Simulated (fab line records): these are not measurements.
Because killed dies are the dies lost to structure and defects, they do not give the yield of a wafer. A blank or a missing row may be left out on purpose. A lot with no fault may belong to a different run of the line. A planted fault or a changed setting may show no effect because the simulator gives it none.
fab line records	flow n5Finfet
[record] lots = 6	wafers = 18	lastDay = 17
route steps=1938 shown BEOL_M15@1819 PASS1_DEP@1831 MIM_BOT@1832 PASSIVATION@1936
lots that met no fault: taken from a fault-free run of the same line
startH: the number of hours between the record's first day and the start of the first shown wafer of the lot	waitH: hours from the lot's prior step to this one	" repeats the value in the row above	L1.1+2: several wafers, shown together as one row	- no value present, or no start provided	* or withheld: withheld	< > ~ a bound
route shown NAME@n: names a module that has steps shown in the file, with the first one's number in the route	usual: mean/standard deviation taken from wafers without a fault	same: alike in all rows	chamber/n: place in a boat	sites: the reading at each site	_std_site: the values' standard deviation	_edge_site: the outer-site mean with the inner-site mean subtracted	radiusMm: how far each site lies from the wafer's centre	mask NAME#n: copy n	behind: the tool/chamber that last shaped the wafer	hold: cause of the lot's hold/its duration in hours/its outcome	device: whichever transistor did not switch (one of n, p or np)	end of line: the route-end tests of the same wafers	a step without rows: its recipe alone	killed: not the wafer's yield, but the dies lost to structure and defects at the first sort	map: a wafer's dies, x killed, . not, _ none there
set.NAME: the setting the step ran with; set.NAME@STEP: the setting that earlier step ran with	model.NAME: the simulator's own value behind a step, which no gauge read
lots at selected steps of the route; one table per step, one row per wafer
services: the hour from which a tool's chamber was out of use, counted from the record's first day as startH (under 0 if before that day), plus the number of hours and why
[[steps]]
[step N5_BEOL_M15_SPUTTER_43]
[recipe] material = TaN	targetThkA = 150	tempC = 50	biasV = 168.6	powerW = 15000	chamberPressurePa = 0.12	timeS = 24.19
[usual] chamberPressurePa = 0.11998/0.00025	throttleValvePct = 29.7/1.2
lot.wafer	tool	chamber	startH	waitH	chamberPressurePa	throttleValvePct
L306.2	pvdSputter-03	-	283.47	0.0	0.12011	31.3
L306.4	"	-	"	"	0.12004	27.9
L306.5	"	-	"	"	0.12047	32.1
L309.2	pvdSputter-02	-	293.22	0.0	0.11968	28.1
L309.3	"	-	"	"	0.11967	29.8
L309.5	"	-	"	"	0.12029	29.5
L317.1	pvdSputter-02	-	346.92	0.0	0.11976	27.9
L317.4	"	-	"	"	0.12021	29.6
L317.5	"	-	"	"	0.12015	27.7
L320.2	pvdSputter-02	-	359.94	0.0	0.11951	29.8
L320.3	"	-	"	"	0.12007	27.8
L320.5	"	-	"	"	0.1201	29.4
L324.1	pvdSputter-02	-	387.04	0.0	0.12044	29.7
L324.4	"	-	"	"	0.1203	29.4
L324.5	"	-	"	"	0.12018	29.8
L325.2	pvdSputter-03	-	387.58	0.0	0.12021	28.0
L325.3	"	-	"	"	0.12002	32.0
L325.6	"	-	"	"	0.11983	31.4
[step N5_BEOL_M15_SPUTTER_44]
[recipe] material = Ta	targetThkA = 150	tempC = 50	biasV = 80	powerW = 15000	chamberPressurePa = 0.07	timeS = 24.19
[usual] chamberPressurePa = 0.06999/0.00014	throttleValvePct = 29.7/1.3
lot.wafer	tool	chamber	startH	waitH	chamberPressurePa	throttleValvePct
L306.2	pvdSputter-03	-	283.55	0.0	0.06994	31.4
L306.4	"	-	"	"	0.0701	27.8
L306.5	"	-	"	"	0.06992	32.1
L309.2	pvdSputter-02	-	293.30	0.0	0.07003	27.7
L309.3	"	-	"	"	0.06993	29.9
L309.5	"	-	"	"	0.06997	29.2
L317.1	pvdSputter-02	-	347.00	0.0	0.07017	28.2
L317.4	"	-	"	"	0.0698	29.2
L317.5	"	-	"	"	0.07011	27.9
L320.2	pvdSputter-02	-	360.02	0.0	0.06986	29.7
L320.3	"	-	"	"	0.06986	27.8
L320.5	"	-	"	"	0.06994	29.2
L324.1	pvdSputter-02	-	387.12	0.0	0.06989	29.9
L324.4	"	-	"	"	0.07016	29.5
L324.5	"	-	"	"	0.06989	30.0
L325.2	pvdSputter-03	-	387.66	0.0	0.06998	28.1
L325.3	"	-	"	"	0.07001	32.3
L325.6	"	-	"	"	0.07009	31.5
[step N5_BEOL_M15_SPUTTER_45]
[recipe] material = Cu	targetThkA = 1000	tempC = -20	biasV = 60	powerW = 26000	chamberPressurePa = 0.13	timeS = 16.67
[step N5_BEOL_M15_ECD_47]
[recipe] material = Cu	targetThkA = 18600
[step N5_BEOL_M15_ANNEAL_48]
[recipe] tempC = 225	timeS = 90	ambient = N2
[step N5_BEOL_M15_CMP_49]
[recipe] stopOn = SiO2	tOverpolishS = 4.9	downForcePsi = 2	platenRpm = 80	clearingPlatenDownForcePsi = 2	clearingPlatenRpm = 80	postCmpClean = cuAlkaline	targetThkNm = 850	clearingPlatenPadVelocityMS = 1.5917	padVelocityMS = 1.5917
[usual] barrierFieldEndpointS = 11.41/0.2	motorCurrentA = 8.3/0.86	overpolishRunS = 4.899/0.0098
lot.wafer	tool	chamber	startH	waitH	barrierFieldEndpointS	motorCurrentA	overpolishRunS
L306.2	cmp-01	2	284.84	0.2	10.99	6.6	4.891
L306.4	"	3	"	"	11.24	8.2	4.886
L306.5	"	1	"	"	11.20	7.8	4.893
L309.3	cmp-01	3	294.04	0.2	11.21	8.1	4.908
L309.2	"	0	"	"	11.04	8.2	4.897
L309.5	"	3	"	"	11.06	8.0	4.884
L317.1	cmp-01	2	347.77	0.3	11.05	6.8	4.901
L317.4	"	0	"	"	11.67	8.1	4.887
L317.5	"	2	"	"	11.36	7.0	4.887
L320.3	cmp-02	2	360.93	0.3	11.42	7.5	4.896
L320.2	"	3	"	"	11.21	8.6	4.905
L320.5	"	3	"	"	11.46	8.5	4.902
L324.4	cmp-04	2	387.96	0.2	11.75	9.3	4.909
L324.1	"	3	"	"	11.76	8.2	4.904
L324.5	"	2	"	"	11.46	8.8	4.883
L325.3	cmp-02	1	388.47	0.2	11.22	8.2	4.908
L325.2	"	2	"	"	11.40	7.7	4.897
L325.6	"	1	"	"	11.38	7.5	4.912
[step N5_BEOL_M15_THK_MEAS_50]
[recipe] thkMeasGauge = xrf	reads = Cu_of_BEOL_M15_ECD_47
[usual] M15_THK = 831/18
lot.wafer	tool	chamber	startH	waitH	M15_THK[nm]
L306.2	filmMetro-02	-	285.10	-	848
L306.4	"	-	"	"	840
L306.5	"	-	"	"	845
L309.2	filmMetro-01	-	294.34	-	830
L309.3	"	-	"	"	833
L309.5	"	-	"	"	828
L317.1	filmMetro-02	-	348.03	-	815
L317.4	"	-	"	"	813
L317.5	"	-	"	"	832
L320.2	filmMetro-01	-	361.23	-	834
L320.3	"	-	"	"	843
L320.5	"	-	"	"	831
L324.1	filmMetro-01	-	388.22	-	824
L324.4	"	-	"	"	832
L324.5	"	-	"	"	816
L325.2	filmMetro-01	-	388.76	-	814
L325.3	"	-	"	"	821
L325.6	"	-	"	"	814
[step N5_BEOL_M15_PRE_CLEAN_52]
[recipe] gas = NH3	timeS = 15	tempC = withheld	rfPowerW = 300
[step N5_BEOL_M15_DEP_53]
[recipe] material = SiCN	targetThkA = 500	tempC = withheld	precursor = 3MS/NH3	pressureTorr = 3	rfW = 675	timeS = 17.8
[usual] showerheadPlenumPTorr = 4.170/0.022	throttleValvePct = 18.1/0.66
lot.wafer	tool	chamber	startH	waitH	showerheadPlenumPTorr	throttleValvePct
L306.2	pecvd-03	1	285.16	0.0	4.192	18.4
L306.4	"	1	"	"	4.187	18.5
L306.5	"	2	"	"	4.156	17.7
L309.2	pecvd-01	2	294.40	0.0	4.126	17.8
L309.3	"	0	"	"	4.152	19.1
L309.5	"	1	"	"	4.166	19.1
L317.1	pecvd-04	1	348.09	0.0	4.176	17.5
L317.4	"	1	"	"	4.173	17.8
L317.5	"	0	"	"	4.147	18.6
L320.2	pecvd-01	0	361.29	0.0	4.160	19.1
L320.3	"	2	"	"	4.126	17.9
L320.5	"	1	"	"	4.144	19.4
L324.1	pecvd-01	0	388.28	0.0	4.160	19.2
L324.4	"	1	"	"	4.159	19.3
L324.5	"	2	"	"	4.130	17.4
L325.2	pecvd-01	1	388.82	0.0	4.160	18.9
L325.3	"	0	"	"	4.159	19.0
L325.6	"	1	"	"	4.157	19.1
[step N5_BEOL_M15_RS_MEAS_54]
[recipe] thkMeasGauge = four-point-probe	reads = Cu_of_BEOL_M15_ECD_47+Ta_of_BEOL_M15_SPUTTER_44+TaN_of_BEOL_M15_SPUTTER_43
[usual] M15_RS = 0.0214/0.00041
lot.wafer	tool	chamber	startH	waitH	M15_RS[ohm/sq]
L306.2	filmMetro-02	-	285.23	0.1	0.0208
L306.4	"	-	"	"	0.0210
L306.5	"	-	"	"	0.0209
L309.2	filmMetro-01	-	294.47	0.1	0.0214
L309.3	"	-	"	"	0.0215
L309.5	"	-	"	"	0.0214
L317.1	filmMetro-02	-	348.16	0.0	0.0216
L317.4	"	-	"	"	0.0218
L317.5	"	-	"	"	0.0212
L320.2	filmMetro-02	-	361.35	0.1	0.0216
L320.3	"	-	"	"	0.0212
L320.5	"	-	"	"	0.0217
L324.1	filmMetro-01	-	388.35	0.0	0.0218
L324.4	"	-	"	"	0.0217
L324.5	"	-	"	"	0.0220
L325.2	filmMetro-01	-	388.89	0.1	0.0221
L325.3	"	-	"	"	0.0218
L325.6	"	-	"	"	0.0221
[step N5_BEOL_M15_INSPECT_55]
[recipe] inspectInstrument = darkfield	mode = postDep
[usual] rawDefectCount = 71/25
lot.wafer	tool	chamber	startH	waitH	rawDefectCount
L306.2	defectInspect-01	-	285.25	0.0	80
L306.4	"	-	"	"	71
L306.5	"	-	"	"	142
L309.2	defectInspect-02	-	294.49	0.0	38
L309.3	"	-	"	"	26
L309.5	"	-	"	"	65
L317.1	defectInspect-02	-	348.18	0.0	46
L317.4	"	-	"	"	110
L317.5	"	-	"	"	109
L320.2	defectInspect-01	-	361.38	0.0	67
L320.3	"	-	"	"	46
L320.5	"	-	"	"	75
L324.1	defectInspect-02	-	388.38	0.0	36
L324.4	"	-	"	"	80
L324.5	"	-	"	"	59
L325.2	defectInspect-02	-	388.92	0.0	70
L325.3	"	-	"	"	56
L325.6	"	-	"	"	75
[step N5_BEOL_M15_RC_MEAS_101]
[usual] COMB_M10 = 1.37e-11/2.8e-12	COMB_M11 = 1.4e-11/3.7e-12	COMB_M12 = 5.9e-12/1.4e-12	COMB_M13 = 4.6e-12/1.2e-12	COMB_M14 = 3.2e-12/8.5e-13	COMB_M14_max_site = 4.7e-12/1.2e-12	COMB_M15 = 2.2e-12/7.3e-13	COMB_M5 = 3.6e-11/6.8e-12	COMB_M6 = 2.5e-11/5.2e-12	COMB_M7 = 2.3e-11/5.3e-12	COMB_M8 = 2.5e-11/5.5e-12	COMB_M9 = 1.4e-11/3e-12	SERP_M10 = 3.04/0.079	SERP_M11 = 3.05/0.077	SERP_M11_max_site = 3.13/0.084	SERP_M12 = 0.632/0.013	SERP_M13 = 0.306/0.0062	SERP_M14 = 0.160/0.0033	SERP_M5 = 38.3/1.4	SERP_M5_max_site = 39.9/1.6	SERP_M6 = 13.8/0.5	SERP_M7 = 13.9/0.4	SERP_M8 = 13.7/0.44	SERP_M9 = 3.06/0.069
lot.wafer	tool	chamber	startH	waitH	COMB_M10[S/m]	COMB_M11[S/m]	COMB_M12[S/m]	COMB_M13[S/m]	COMB_M14[S/m]	COMB_M14_max_site[S/m]	COMB_M15[S/m]	COMB_M5[S/m]	COMB_M6[S/m]	COMB_M7[S/m]	COMB_M8[S/m]	COMB_M9[S/m]	SERP_M10[ohm/um]	SERP_M11[ohm/um]	SERP_M11_max_site[ohm/um]	SERP_M12[ohm/um]	SERP_M13[ohm/um]	SERP_M14[ohm/um]	SERP_M5[ohm/um]	SERP_M5_max_site[ohm/um]	SERP_M6[ohm/um]	SERP_M7[ohm/um]	SERP_M8[ohm/um]	SERP_M9[ohm/um]
L306.2	prober-01	0	285.43	0.2	1.24e-11	1e-11	6e-12	5.3e-12	3e-12	4.8e-12	1.9e-12	3.2e-11	2.8e-11	2.2e-11	2.9e-11	1.2e-11	3.17	2.94	3.03	0.638	0.294	0.155	36.9	38.9	13.2	14.3	14.2	3.02
L306.4	"	0	"	"	7.8e-12	1.3e-11	5.8e-12	4.5e-12	2.4e-12	3.1e-12	2.9e-12	3.5e-11	2.2e-11	2e-11	3.5e-11	9e-12	3.23	2.95	3.04	0.623	0.298	0.156	38.0	39.5	14.4	13.8	14.0	3.05
L306.5	"	0	"	"	9.4e-12	1.3e-11	7.7e-12	4.8e-12	3e-12	4.6e-12	2.3e-12	3.7e-11	2.1e-11	2e-11	2.5e-11	1.8e-11	3.22	2.99	3.07	0.632	0.301	0.163	38.9	40.7	13.3	13.2	13.8	3.12
L309.2	prober-02	0	294.67	0.2	1.49e-11	1.7e-11	4.1e-12	5.4e-12	2.1e-12	5.9e-12	1.7e-12	4.4e-11	2.7e-11	1.3e-11	3.1e-11	1e-11	2.89	2.94	3.05	0.631	0.313	0.159	37.6	39.5	13.5	13.6	13.5	2.98
L309.3	"	0	"	"	1.41e-11	1.5e-11	4.8e-12	4.1e-12	2.7e-12	3.3e-12	1.5e-12	4.3e-11	2.7e-11	1.3e-11	3e-11	1.5e-11	3.00	2.91	3.00	0.615	0.304	0.153	40.2	41.9	13.7	14.8	13.7	3.04
L309.5	"	0	"	"	1.47e-11	1.6e-11	5.7e-12	2.4e-12	5.5e-12	7.1e-12	1.9e-12	4e-11	2.4e-11	2.4e-11	2.9e-11	1.3e-11	2.90	2.94	3.02	0.637	0.310	0.158	38.3	39.0	13.7	14.6	13.9	3.02
L317.1	prober-02	0	348.21	0.0	1.11e-11	8e-12	5e-12	2.4e-12	3.6e-12	5.6e-12	2e-12	2.8e-11	2.8e-11	2.2e-11	3.2e-11	1.1e-11	3.00	3.00	3.05	0.640	0.304	0.164	37.3	40.6	13.2	14.1	13.4	3.05
L317.4	"	0	"	"	1.1e-11	1.1e-11	4.9e-12	2.1e-12	2.2e-12	3.4e-12	1.2e-12	3.1e-11	2.6e-11	2e-11	2.4e-11	1.5e-11	3.11	3.09	3.27	0.642	0.308	0.166	38.9	41.2	13.7	13.3	13.3	3.00
L317.5	"	0	"	"	8e-12	1e-11	4.8e-12	3.2e-12	2.5e-12	3.8e-12	1.3e-12	2.8e-11	2e-11	2.5e-11	3.8e-11	1.4e-11	3.07	3.06	3.09	0.640	0.303	0.161	38.6	39.3	13.5	14.3	13.3	3.04
L320.2	prober-01	0	361.56	0.2	1.23e-11	1.1e-11	7.3e-12	3.2e-12	4.5e-12	5.5e-12	3.1e-12	2.1e-11	1.4e-11	2.3e-11	2.7e-11	1.1e-11	3.00	2.94	3.01	0.621	0.306	0.155	38.3	39.2	13.7	13.6	13.7	3.10
L320.3	"	0	"	"	9.6e-12	1.4e-11	7.2e-12	6.4e-12	3e-12	4.1e-12	2e-12	3e-11	1.8e-11	3e-11	3.4e-11	9e-12	2.98	3.18	3.27	0.633	0.314	0.160	38.2	40.1	13.7	13.8	13.7	2.98
L320.5	"	0	"	"	1.61e-11	1.4e-11	7.3e-12	5.1e-12	3e-12	4.5e-12	3.4e-12	3.2e-11	3e-11	2e-11	3.6e-11	9e-12	2.96	3.15	3.24	0.621	0.302	0.161	37.1	39.3	13.2	13.8	13.6	2.95
L324.1	prober-02	0	388.40	0.0	1.78e-11	1.6e-11	4.7e-12	3.9e-12	1.7e-12	3.4e-12	2.4e-12	4.5e-11	2.4e-11	2.2e-11	2.2e-11	9e-12	3.05	3.14	3.22	0.643	0.310	0.163	38.5	39.8	14.1	14.6	14.4	3.04
L324.4	"	0	"	"	1.45e-11	1.3e-11	6.7e-12	5.8e-12	2e-12	2.9e-12	1.9e-12	4.1e-11	3e-11	2.1e-11	1.3e-11	1.4e-11	3.00	2.91	3.00	0.638	0.307	0.156	36.0	37.4	13.6	14.5	14.0	2.87
L324.5	"	0	"	"	1.41e-11	1.5e-11	7.6e-12	3.6e-12	2.7e-12	3.9e-12	1.7e-12	4.6e-11	2.6e-11	2.3e-11	1.6e-11	1.7e-11	2.97	3.08	3.16	0.647	0.311	0.159	37.3	38.6	14.2	13.3	14.4	3.10
L325.2	prober-01	0	389.10	0.2	1.54e-11	1.7e-11	6.4e-12	4.6e-12	2.6e-12	5.5e-12	1.6e-12	3e-11	1.6e-11	2.7e-11	2.5e-11	1.1e-11	3.05	3.07	3.10	0.624	0.297	0.165	39.7	42.3	13.9	14.1	13.7	3.04
L325.3	"	0	"	"	1.39e-11	1.3e-11	7.1e-12	4.9e-12	2.8e-12	3.4e-12	1.9e-12	3.7e-11	2.4e-11	2.5e-11	2.7e-11	1.6e-11	3.05	2.98	3.07	0.631	0.308	0.162	40.1	43.1	14.4	14.1	12.6	3.10
L325.6	"	0	"	"	1.08e-11	1e-11	9.1e-12	5e-12	4e-12	5.5e-12	1.8e-12	4.1e-11	2.6e-11	2.4e-11	3.4e-11	1.7e-11	3.04	3.14	3.21	0.644	0.305	0.167	39.1	41.2	13.7	14.4	13.4	3.19
[step N5_PASSIVATION_PECVD_00]
[recipe] material = SiO2	targetThkA = 2000	tempC = 400	precursor = SiH4/N2O	pressureTorr = 2.7	rfW = 608	timeS = 11.2
[usual] chamberPressureTorr = 2.700/0.0061	heaterPowerOuterW = 387/63	heaterPowerW = 682/110	showerheadPlenumPTorr = 8.13/0.11	throttleValvePct = 52.6/2.6
lot.wafer	tool	chamber	startH	waitH	chamberPressureTorr	heaterPowerOuterW	heaterPowerW	showerheadPlenumPTorr	throttleValvePct
L306.2	pecvd-01	2	286.24	0.7	2.700	355	606	8.02	50.0
L306.4	"	1	"	"	2.697	521	899	8.16	54.9
L306.5	"	0	"	"	2.693	457	826	8.16	54.6
L309.2	pecvd-01	1	295.49	0.7	2.683	493	844	8.14	54.8
L309.3	"	0	"	"	2.695	451	809	8.18	54.8
L309.5	"	0	"	"	2.699	444	807	8.16	54.7
L317.1	pecvd-01	2	349.17	0.8	-	-	-	-	-
L317.4	"	2	"	"	-	-	-	-	-
L317.5	"	0	"	"	-	-	-	-	-
L320.2	pecvd-01	2	362.37	0.7	-	-	-	-	-
L320.3	"	0	"	"	-	-	-	-	-
L320.5	"	2	"	"	-	-	-	-	-
L324.1	pecvd-01	0	389.36	0.8	2.711	420	800	8.16	54.8
L324.4	"	1	"	"	2.693	511	875	8.16	54.8
L324.5	"	0	"	"	2.705	434	811	8.16	54.7
L325.2	pecvd-01	1	389.90	0.7	2.703	418	731	8.16	54.7
L325.3	"	0	"	"	2.707	376	709	8.16	54.9
L325.6	"	2	"	"	2.696	318	577	8.03	50.4
[step N5_MIM_BOT_DEGAS_01]
[recipe] ambient = vacuum	tempC = 300	timeS = 60
[usual] heaterPowerW = 475/48
lot.wafer	tool	chamber	startH	waitH	heaterPowerW
L306.2	pvdSputter-02	-	287.82	1.6	420
L306.4	"	-	"	"	546
L306.5	"	-	"	"	520
L309.2	pvdSputter-03	-	296.79	1.3	531
L309.3	"	-	"	"	434
L309.5	"	-	"	"	434
L317.1	pvdSputter-02	-	350.52	1.3	421
L317.4	"	-	"	"	447
L317.5	"	-	"	"	518
L320.2	pvdSputter-03	-	363.03	0.6	416
L320.3	"	-	"	"	417
L320.5	"	-	"	"	430
L324.1	pvdSputter-02	-	390.13	0.7	514
L324.4	"	-	"	"	457
L324.5	"	-	"	"	545
L325.2	pvdSputter-02	-	390.45	0.5	412
L325.3	"	-	"	"	502
L325.6	"	-	"	"	505
[step N5_PASSIVATION_PROBE_49]
[usual] defectLimitedYield = 91.1/1.3	killed_at_M0_to_M3 = 36/10	killed_at_M4_up = 14/4.4	killedAtContacts = 14/5.7	killedAtFrontEnd = 39/9.4	killedAtOther = 2.9/2.6	killedDies = 105/15	killedOpen = 70/12	killedShort = 34/7.1	sort_bin_5_function = 5.3/0.77	sort_bin_6_memory = 3.3/0.66	sortNPass = 1075/15	sortYieldPct = 91.1/1.3
[same] grossDies = 1180	killedAtBackSide = 0	sort_bin_4_leakage[%] = 0	sort_bin_8_speed[%] = 0
lot.wafer	tool	chamber	startH	waitH	defectLimitedYield[%]	killed_at_M0_to_M3	killed_at_M4_up	killedAtContacts	killedAtFrontEnd	killedAtOther	killedDies	killedOpen	killedShort	sort_bin_5_function[%]	sort_bin_6_memory[%]	sortNPass	sortYieldPct[%]
L306.2	prober-01	-	298.54	0.1	88.5	58	19	11	45	3	136	85	47	6.9	3.8	1044	88.5
L306.4	prober-01	-	298.64	0.2	90.2	36	9	17	47	7	116	75	38	5.8	3.8	1064	90.2
L306.5	prober-01	-	298.69	0.2	90.4	44	8	12	47	2	113	69	42	5.3	3.7	1067	90.4
L320.2	prober-01	-	373.48	0.1	90.7	68	8	10	23	1	110	64	42	5.8	3.2	1070	90.7
L320.3	prober-01	-	373.53	0.1	91.4	29	21	18	33	1	102	66	33	5.5	2.8	1078	91.4
L320.5	prober-01	-	373.63	0.2	88.9	51	16	12	48	4	131	76	50	7.4	3.6	1049	88.9
L324.1	prober-02	-	403.41	0.0	91.5	20	11	18	51	0	100	66	32	5.1	3.1	1080	91.5
L324.4	prober-02	-	403.56	0.2	90.0	42	23	12	41	0	118	89	27	5.9	4.1	1062	90.0
L324.5	prober-02	-	403.61	0.2	91.5	27	17	22	32	2	100	63	35	4.7	3.6	1080	91.5
// killed by level:class
L306.2 BEOL_M0_SAQP:geometricParticle:open=18 BEOL_M0_SAQP:geometricParticle:short=15 STI_FIN_REVEAL:geometricParticle:open=8 MOL_CONTACT_COAG:geometricParticle:open=8 BEOL_M1:geometricParticle:open=8 BEOL_M4:geometricParticle:open=7 FIN_SAQP:geometricParticle:open=6 DUMMY_GATE:geometricParticle:open=6
L306.4 MOL_CONTACT_COAG:geometricParticle:open=13 STI_FIN_REVEAL:geometricParticle:open=12 BEOL_M3:geometricParticle:open=8 FIN_SAQP:geometricParticle:open=7 BEOL_M1:geometricParticle:open=7 ILD0:geometricParticle:short=5 BEOL_M0_SAQP:geometricParticle:open=5 BEOL_M0_SAQP:geometricParticle:short=5
L306.5 STI_FIN_REVEAL:geometricParticle:open=14 FIN_SAQP:geometricParticle:short=12 MOL_CONTACT_COAG:geometricParticle:open=12 BEOL_M0_SAQP:geometricParticle:short=12 BEOL_M0_SAQP:geometricParticle:open=10 BEOL_M1:geometricParticle:open=10 FIN_SAQP:geometricParticle:open=4 GATE_CUT:geometricParticle:open=4
L320.2 BEOL_M0_SAQP:geometricParticle:open=27 BEOL_M0_SAQP:geometricParticle:short=22 MOL_CONTACT_COAG:geometricParticle:open=8 BEOL_M1:geometricParticle:short=6 STI_FIN_REVEAL:geometricParticle:open=5 BEOL_M3:geometricParticle:open=5 BEOL_M2:geometricParticle:open=4 HKMG_FIN:areaEtch=3
L320.3 MOL_CONTACT_COAG:geometricParticle:open=14 BEOL_M0_SAQP:geometricParticle:open=12 STI_FIN_REVEAL:geometricParticle:open=8 BEOL_M0_SAQP:geometricParticle:short=8 BEOL_M4:geometricParticle:open=6 BEOL_M2:geometricParticle:open=6 BEOL_M4:geometricParticle:short=5 FIN_SAQP:geometricParticle:short=4
L320.5 BEOL_M0_SAQP:geometricParticle:short=20 BEOL_M0_SAQP:geometricParticle:open=14 STI_FIN_REVEAL:geometricParticle:open=11 MOL_CONTACT_COAG:geometricParticle:open=11 BEOL_M5:geometricParticle:open=7 FIN_SAQP:geometricParticle:short=5 ILD0:geometricParticle:open=5 GATE_CUT:geometricParticle:short=5
L324.1 MOL_CONTACT_COAG:geometricParticle:open=14 STI_FIN_REVEAL:geometricParticle:open=13 FIN_SAQP:geometricParticle:open=11 FIN_SAQP:geometricParticle:short=11 BEOL_M4:geometricParticle:open=6 BEOL_M3:geometricParticle:open=6 BEOL_M1:geometricParticle:open=5 GATE_CUT:geometricParticle:short=4
L324.4 BEOL_M0_SAQP:geometricParticle:open=15 BEOL_M4:geometricParticle:open=14 FIN_SAQP:geometricParticle:open=12 MOL_CONTACT_COAG:geometricParticle:open=10 FIN_SAQP:geometricParticle:short=8 BEOL_M3:geometricParticle:open=8 STI_FIN_REVEAL:geometricParticle:open=7 DUMMY_GATE:geometricParticle:open=7
L324.5 MOL_CONTACT_COAG:geometricParticle:open=18 BEOL_M0_SAQP:geometricParticle:short=7 BEOL_M0_SAQP:geometricParticle:open=7 STI_FIN_REVEAL:geometricParticle:open=6 BEOL_M3:geometricParticle:open=5 BEOL_M4:geometricParticle:open=5 ILD0:geometricParticle:short=4 GATE_CUT:geometricParticle:short=4
[[services]]
tool	chamber	startH	hours	kind
cmp-04	-	265.89	4.0	pm
pecvd-03	0	267.79	5.5	scheduledDown
cmp-04	-	269.89	-	consumableReplace:conditioner
cmp-04	-	269.89	-	consumableReplace:pad
pecvd-01	1	271.54	5.0	scheduledDown
cmp-04	-	288.90	1.0	repair
pecvd-04	-	304.29	2.8	pm
cmp-01	-	304.58	3.6	pm
cmp-01	-	308.18	7.7	pm
pecvd-04	2	309.11	4.2	repair
cmp-02	-	310.75	10.9	pm
pecvd-03	0	343.85	2.1	scheduledDown
pecvd-03	2	368.75	5.5	scheduledDown
cmp-01	-	376.75	4.0	pm
cmp-01	-	380.75	-	consumableReplace:conditioner
cmp-01	-	380.75	-	consumableReplace:pad
cmp-02	-	381.16	4.7	pm
pecvd-03	1	383.62	-	clean
pecvd-03	1	383.62	-	consumableReplace:showerhead
cmp-04	-	388.15	4.8	pm
[[key]]
[firstSign] step = N5_PASSIVATION_PECVD_00	reading = toolRecord	direction = missing
effect none on later readings
metAt N5_PASSIVATION_PECVD_00
struckWafers L317.1,L317.4,L317.5,L320.2,L320.3,L320.5
onsetBetween 295.49 349.17
[fault] kind = skippedStepWhole	tool = pecvd-01	chamber = -	onsetH = 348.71	steps = N5_PASSIVATION_PECVD_00	scope = struckLotsOnly
